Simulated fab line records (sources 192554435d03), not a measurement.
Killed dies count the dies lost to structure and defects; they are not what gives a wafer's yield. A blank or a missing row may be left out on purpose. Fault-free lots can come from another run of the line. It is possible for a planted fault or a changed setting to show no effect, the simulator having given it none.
fab line records + flow n5Finfet + part 2 of 2: steps 21 to 31 of 31
record:
- lots: 5
- wafers: 15
- lastDay: 16
route steps=1938 shown SD_EPI_N@264
lots that met no fault: from a run of the same line without faults
startH: the number of hours between the record's first day and the start of the first shown wafer of the lot + waitH: hours from the lot's prior step to this one + " identical to the entry in the row above + L1.1+2: a single row standing in for several wafers + - value missing, or start not given + * or withheld: withheld + < > ~ a bound
route shown NAME@n: NAME is a module with steps in the file, n the number in the route of the first one + usual: the fault-free wafers' mean and standard deviation + same: alike in all rows + chamber/n: place in a boat + sites: each site's reading + _std_site: standard deviation across them + _edge_site: inner sites' mean taken away from outer sites' mean + radiusMm: for every site, how far away it sits from the centre of the wafer + mask NAME#n: copy n + behind: tool/chamber where the wafer was last shaped + hold: what put the lot on hold/how long, in hours/how the hold closed + device: the n, p or np transistor that did not switch + end of line: the route-end tests of the same wafers + step lacking rows: just its recipe + killed: dies that structure and defects cost at the first sort, which is not the same as the wafer's yield + map: dies across one wafer; x = killed, . = not, _ = none there
set.NAME: the setting that was run; set.NAME@STEP: the one run at that earlier step + model.NAME: the simulator's own value behind a step, which no gauge read
a table for each step, a row for each wafer; lots at some steps of the route
services: from which hour (startH, from the record's first day; less than 0 if before it) a tool's chamber was out of use, for how many hours, and why
== steps ==
step: N5_SD_EPI_N_STRIP_18
recipe:
- chemistry: SPM
- timeS: 750
- tempC: 130
- h2so4H2o2VolRatio: 4
usual:
- bathHeatDutyPct: 15.1/2
| lot.wafer | tool        | chamber | startH | waitH | bathHeatDutyPct |
|-----------|-------------|---------|--------|-------|-----------------|
| L076.1    | wetBench-05 | 6       | 61.72  | 0.0   | 15.0            |
| L076.2    | "           | 4       | "      | "     | 15.6            |
| L076.5    | "           | 3       | "      | "     | 16.5            |
| L077.1    | wetBench-02 | 0       | 69.76  | 0.0   | 12.8            |
| L077.3    | "           | 2       | "      | "     | 17.7            |
| L077.5    | "           | 3       | "      | "     | 18.3            |
| L081.2    | wetBench-03 | 4       | 90.42  | 0.0   | 13.5            |
| L081.3    | "           | 1       | "      | "     | 14.9            |
| L081.6    | "           | 5       | "      | "     | 18.1            |
| L085.1    | wetBench-02 | 1       | 120.91 | 0.0   | 17.2            |
| L085.4    | "           | 3       | "      | "     | 18.5            |
| L085.5    | "           | 0       | "      | "     | 13.7            |
| L095.1    | wetBench-03 | 7       | 179.23 | 0.0   | 15.6            |
| L095.3    | "           | 0       | "      | "     | 13.1            |
| L095.6    | "           | 6       | "      | "     | 13.1            |
step: N5_SD_EPI_N_SRD_20
recipe:
- dry: ipaMarangoni
- doPpb: 5
- timeS: 30
- tempC: 23
- rinseLiquid: diw
usual:
- bathHeatDutyPct: 3.7/0.61
| lot.wafer | tool        | chamber | startH | waitH | bathHeatDutyPct |
|-----------|-------------|---------|--------|-------|-----------------|
| L076.1    | wetBench-05 | 6       | 61.93  | 0.0   | 3.4             |
| L076.2    | "           | 4       | "      | "     | 3.3             |
| L076.5    | "           | 3       | "      | "     | 3.4             |
| L077.1    | wetBench-02 | 0       | 69.97  | 0.0   | 2.9             |
| L077.3    | "           | 2       | "      | "     | 4.2             |
| L077.5    | "           | 3       | "      | "     | 4.5             |
| L081.2    | wetBench-03 | 4       | 90.62  | 0.0   | 3.9             |
| L081.3    | "           | 1       | "      | "     | 4.1             |
| L081.6    | "           | 5       | "      | "     | 4.3             |
| L085.1    | wetBench-02 | 1       | 121.11 | 0.0   | 3.2             |
| L085.4    | "           | 3       | "      | "     | 4.5             |
| L085.5    | "           | 0       | "      | "     | 2.6             |
| L095.1    | wetBench-03 | 7       | 179.69 | 0.0   | 4.5             |
| L095.3    | "           | 0       | "      | "     | 3.1             |
| L095.6    | "           | 6       | "      | "     | 3.1             |
step: N5_SD_EPI_N_PRECLEAN_48
recipe:
- chemistry: NF3:NH3
- afsCycles: 2
- tempC: 30
- timeS: 20
- sublimationTempC: 180
- sublimationTimeS: 60
- pressureTorr: 3
- rfPowerW: 30
same:
- afsCycles: 2
| lot.wafer  | tool        | chamber | startH | waitH |
|------------|-------------|---------|--------|-------|
| L076.1+2+5 | epiRpcvd-03 | 0       | 61.98  | 0.0   |
| L077.1+3+5 | epiRpcvd-01 | 0       | 70.01  | 0.0   |
| L081.2+3+6 | epiRpcvd-04 | 0       | 90.73  | 0.1   |
| L085.1+4+5 | epiRpcvd-04 | 0       | 121.16 | 0.0   |
| L095.1+3+6 | epiRpcvd-03 | 0       | 179.76 | 0.0   |
step: N5_SD_EPI_N_VAPOR_ETCH_50
recipe:
- chemistry: HCl
- target: Si
- tempC: 775
- timeS: 54
- pressureTorr: 20
- mode: isotropic
usual:
- lampInnerPct: 20.4/1.5
- throttleValvePct: 11.54/0.22
| lot.wafer | tool        | chamber | startH | waitH | lampInnerPct | throttleValvePct |
|-----------|-------------|---------|--------|-------|--------------|------------------|
| L076.1    | epiRpcvd-03 | 0       | 62.34  | 0.3   | 21.2         | 11.55            |
| L076.2    | "           | 0       | "      | "     | 21.3         | 11.75            |
| L076.5    | "           | 0       | "      | "     | 21.1         | 11.39            |
| L077.1    | epiRpcvd-01 | 0       | 70.37  | 0.3   | 22.1         | 11.35            |
| L077.3    | "           | 0       | "      | "     | 21.9         | 11.28            |
| L077.5    | "           | 0       | "      | "     | 21.7         | 11.45            |
| L081.2    | epiRpcvd-04 | 0       | 91.06  | 0.3   | 18.3         | 11.85            |
| L081.3    | "           | 0       | "      | "     | 18.4         | 11.73            |
| L081.6    | "           | 0       | "      | "     | 18.2         | 11.83            |
| L085.1    | epiRpcvd-04 | 0       | 121.52 | 0.3   | 18.2         | 11.79            |
| L085.4    | "           | 0       | "      | "     | 18.3         | 11.82            |
| L085.5    | "           | 0       | "      | "     | 18.4         | 11.78            |
| L095.1    | epiRpcvd-03 | 0       | 180.12 | 0.3   | 21.2         | 11.54            |
| L095.3    | "           | 0       | "      | "     | 21.2         | 11.48            |
| L095.6    | "           | 0       | "      | "     | 21.2         | 11.59            |
step: N5_SD_EPI_N_EPI_21
recipe:
- material: Si:P
- dopant: P
- tempC: 680
- pressureTorr: 255
- timeS: 690
usual:
- lampInnerPct: 15.3/1.1
same:
- epiGrowthTimeS: 690
| lot.wafer | tool        | chamber | startH | waitH | lampInnerPct |
|-----------|-------------|---------|--------|-------|--------------|
| L076.1    | epiRpcvd-03 | 0       | 62.52  | 0.1   | 15.7         |
| L076.2    | "           | 0       | "      | "     | 16.1         |
| L076.5    | "           | 0       | "      | "     | 15.9         |
| L077.1    | epiRpcvd-01 | 0       | 70.55  | 0.1   | 16.2         |
| L077.3    | "           | 0       | "      | "     | 16.4         |
| L077.5    | "           | 0       | "      | "     | 16.5         |
| L081.2    | epiRpcvd-04 | 0       | 91.49  | 0.4   | 13.6         |
| L081.3    | "           | 0       | "      | "     | 13.8         |
| L081.6    | "           | 0       | "      | "     | 13.7         |
| L085.1    | epiRpcvd-04 | 0       | 121.70 | 0.1   | 13.9         |
| L085.4    | "           | 0       | "      | "     | 13.8         |
| L085.5    | "           | 0       | "      | "     | 13.9         |
| L095.1    | epiRpcvd-03 | 0       | 180.30 | 0.1   | 15.9         |
| L095.3    | "           | 0       | "      | "     | 16.1         |
| L095.6    | "           | 0       | "      | "     | 16.0         |
step: N5_SD_EPI_N_EPI_MEAS_23
recipe:
- mode: xrd
usual:
- thkNm: 58.8/1.4
| lot.wafer | tool         | chamber | startH | waitH | thkNm |
|-----------|--------------|---------|--------|-------|-------|
| L076.1    | filmMetro-02 | -       | 64.23  | 1.4   | 56.2  |
| L076.2    | "            | -       | "      | "     | 60.0  |
| L076.5    | "            | -       | "      | "     | 57.6  |
| L077.1    | filmMetro-01 | -       | 72.27  | 1.4   | 57.7  |
| L077.3    | "            | -       | "      | "     | 57.9  |
| L077.5    | "            | -       | "      | "     | 56.8  |
| L081.2    | filmMetro-02 | -       | 92.93  | 1.2   | 59.3  |
| L081.3    | "            | -       | "      | "     | 58.4  |
| L081.6    | "            | -       | "      | "     | 59.5  |
| L085.1    | filmMetro-01 | -       | 123.42 | 1.4   | 58.1  |
| L085.4    | "            | -       | "      | "     | 56.9  |
| L085.5    | "            | -       | "      | "     | 58.2  |
| L095.1    | filmMetro-02 | -       | 182.01 | 1.4   | 58.5  |
| L095.3    | "            | -       | "      | "     | 59.4  |
| L095.6    | "            | -       | "      | "     | 59.2  |
step: N5_SD_EPI_N_PRECLEAN_24
recipe:
- chemistry: O3/DIW
- timeS: 60
- tempC: 22
- o3Ppm: 10
usual:
- bathHeatDutyPct: 2.4/0.5
| lot.wafer | tool        | chamber | startH | waitH | bathHeatDutyPct |
|-----------|-------------|---------|--------|-------|-----------------|
| L076.1    | wetBench-03 | 2       | 64.27  | 0.0   | 2.5             |
| L076.2    | "           | 4       | "      | "     | 2.2             |
| L076.5    | "           | 3       | "      | "     | 2.0             |
| L077.1    | wetBench-02 | 7       | 72.31  | 0.0   | 2.5             |
| L077.3    | "           | 6       | "      | "     | 3.4             |
| L077.5    | "           | 5       | "      | "     | 2.8             |
| L081.2    | wetBench-05 | 6       | 92.97  | 0.0   | 2.5             |
| L081.3    | "           | 3       | "      | "     | 1.8             |
| L081.6    | "           | 4       | "      | "     | 2.2             |
| L085.1    | wetBench-03 | 3       | 123.46 | 0.0   | 1.6             |
| L085.4    | "           | 4       | "      | "     | 2.5             |
| L085.5    | "           | 2       | "      | "     | 2.4             |
| L095.1    | wetBench-05 | 3       | 182.05 | 0.0   | 2.4             |
| L095.3    | "           | 5       | "      | "     | 2.1             |
| L095.6    | "           | 6       | "      | "     | 2.8             |
step: N5_SD_EPI_N_SRD_25
recipe:
- timeS: 30
- tempC: 23
- rinseLiquid: diw
- dry: ipaMarangoni
usual:
- bathHeatDutyPct: 3.7/0.52
| lot.wafer | tool        | chamber | startH | waitH | bathHeatDutyPct |
|-----------|-------------|---------|--------|-------|-----------------|
| L076.1    | wetBench-03 | 2       | 64.29  | 0.0   | 3.2             |
| L076.2    | "           | 4       | "      | "     | 2.4             |
| L076.5    | "           | 3       | "      | "     | 3.1             |
| L077.1    | wetBench-02 | 7       | 72.33  | 0.0   | 3.0             |
| L077.3    | "           | 6       | "      | "     | 3.7             |
| L077.5    | "           | 5       | "      | "     | 3.2             |
| L081.2    | wetBench-05 | 6       | 92.99  | 0.0   | 4.2             |
| L081.3    | "           | 3       | "      | "     | 3.9             |
| L081.6    | "           | 4       | "      | "     | 4.1             |
| L085.1    | wetBench-03 | 3       | 123.48 | 0.0   | 2.9             |
| L085.4    | "           | 4       | "      | "     | 3.6             |
| L085.5    | "           | 2       | "      | "     | 3.7             |
| L095.1    | wetBench-05 | 3       | 182.07 | 0.0   | 3.9             |
| L095.3    | "           | 5       | "      | "     | 3.4             |
| L095.6    | "           | 6       | "      | "     | 4.2             |
step: N5_SD_EPI_N_PRECLEAN_49
recipe:
- chemistry: NF3:NH3
- afsCycles: 1
- tempC: 30
- timeS: 20
- sublimationTempC: 180
- sublimationTimeS: 60
- pressureTorr: 3
- rfPowerW: 30
same:
- afsCycles: 1
| lot.wafer  | tool            | chamber | startH | waitH |
|------------|-----------------|---------|--------|-------|
| L076.1+2+5 | remotePlasma-01 | 1       | 64.34  | 0.0   |
| L077.1+3+5 | remotePlasma-02 | 0       | 72.38  | 0.0   |
| L081.2+3+6 | remotePlasma-01 | 1       | 93.06  | 0.1   |
| L085.1+4+5 | remotePlasma-02 | 0       | 123.53 | 0.0   |
| L095.1+3+6 | remotePlasma-02 | 0       | 182.12 | 0.0   |
step: N5_SD_EPI_N_LINER_46
recipe:
- material: SiNx
- targetThkA: 30
- tempC: 400
- aldPrecursorFamily: SiH2I2
- aldCoReactant: N2/H2-plasma
- pressureTorr: 2
usual:
- heaterPowerW: 860/110
| lot.wafer | tool      | chamber | startH | waitH | heaterPowerW |
|-----------|-----------|---------|--------|-------|--------------|
| L076.1    | aldSin-01 | 3       | 64.54  | 0.2   | 868          |
| L076.2    | "         | 1       | "      | "     | 827          |
| L076.5    | "         | 3       | "      | "     | 845          |
| L077.1    | aldSin-02 | 0       | 72.58  | 0.2   | 801          |
| L077.3    | "         | 3       | "      | "     | 872          |
| L077.5    | "         | 0       | "      | "     | 784          |
| L081.2    | aldSin-03 | 3       | 94.70  | 1.6   | 927          |
| L081.3    | "         | 2       | "      | "     | 910          |
| L081.6    | "         | 3       | "      | "     | 972          |
| L085.1    | aldSin-01 | 0       | 123.91 | 0.4   | 637          |
| L085.4    | "         | 2       | "      | "     | 1077         |
| L085.5    | "         | 3       | "      | "     | 836          |
| L095.1    | aldSin-01 | 0       | 182.32 | 0.2   | 628          |
| L095.3    | "         | 3       | "      | "     | 815          |
| L095.6    | "         | 2       | "      | "     | 1098         |
step: N5_SD_EPI_N_INSPECT_26
recipe:
- inspectInstrument: darkfield
- mode: postEpi
usual:
- rawDefectCount: 205/37
| lot.wafer | tool             | chamber | startH | waitH | rawDefectCount |
|-----------|------------------|---------|--------|-------|----------------|
| L076.1    | defectInspect-02 | -       | 64.79  | 0.1   | 301            |
| L076.2    | "                | -       | "      | "     | 195            |
| L076.5    | "                | -       | "      | "     | 187            |
| L077.1    | defectInspect-01 | -       | 72.83  | 0.1   | 189            |
| L077.3    | "                | -       | "      | "     | 162            |
| L077.5    | "                | -       | "      | "     | 132            |
| L081.2    | defectInspect-01 | -       | 94.95  | 0.1   | 195            |
| L081.3    | "                | -       | "      | "     | 182            |
| L081.6    | "                | -       | "      | "     | 210            |
| L085.1    | defectInspect-01 | -       | 124.16 | 0.1   | 225            |
| L085.4    | "                | -       | "      | "     | 159            |
| L085.5    | "                | -       | "      | "     | 216            |
| L095.1    | defectInspect-01 | -       | 182.57 | 0.1   | 186            |
| L095.3    | "                | -       | "      | "     | 204            |
| L095.6    | "                | -       | "      | "     | 195            |
== services ==
| tool            | chamber | startH | hours | kind   |
|-----------------|---------|--------|-------|--------|
| aldSin-01       | -       | 39.70  | 2.8   | pm     |
| aldSin-01       | 0       | 48.83  | 4.5   | repair |
| rieSi-01        | 0       | 52.51  | 6.1   | repair |
| rieSi-01        | 3       | 56.00  | 24.3  | repair |
| aldSin-01       | 0       | 60.50  | 4.5   | repair |
| arfiScanner-01  | -       | 66.13  | 1.3   | pm     |
| wetBench-03     | -       | 67.16  | 4.4   | pm     |
| arfiScanner-01  | -       | 67.44  | 0.8   | repair |
| rieDiel-03      | 0       | 77.63  | 53.1  | repair |
| remotePlasma-01 | -       | 82.03  | 1.0   | repair |
| aldSin-01       | -       | 85.25  | 14.0  | pm     |
| arfiScanner-02  | -       | 87.05  | 1.3   | pm     |
| plasmaAsher-01  | -       | 90.85  | 2.3   | repair |
| rieDiel-03      | 2       | 97.15  | 3.3   | repair |
| arfiScanner-02  | -       | 99.12  | 3.1   | pm     |
| aldSin-01       | -       | 99.25  | 14.6  | pm     |
| rieDiel-06      | 0       | 100.78 | 9.1   | repair |
| rieDiel-06      | -       | 119.48 | 4.4   | repair |
| rieDiel-06      | 0       | 124.63 | 1.7   | repair |
| arfiScanner-01  | -       | 129.51 | 1.0   | pm     |
| epiRpcvd-04     | -       | 129.78 | 2.8   | pm     |
| rieDiel-03      | -       | 158.24 | 0.4   | repair |
| epiRpcvd-01     | -       | 164.79 | 8.1   | pm     |
| rieDiel-03      | 3       | 168.79 | 4.2   | repair |
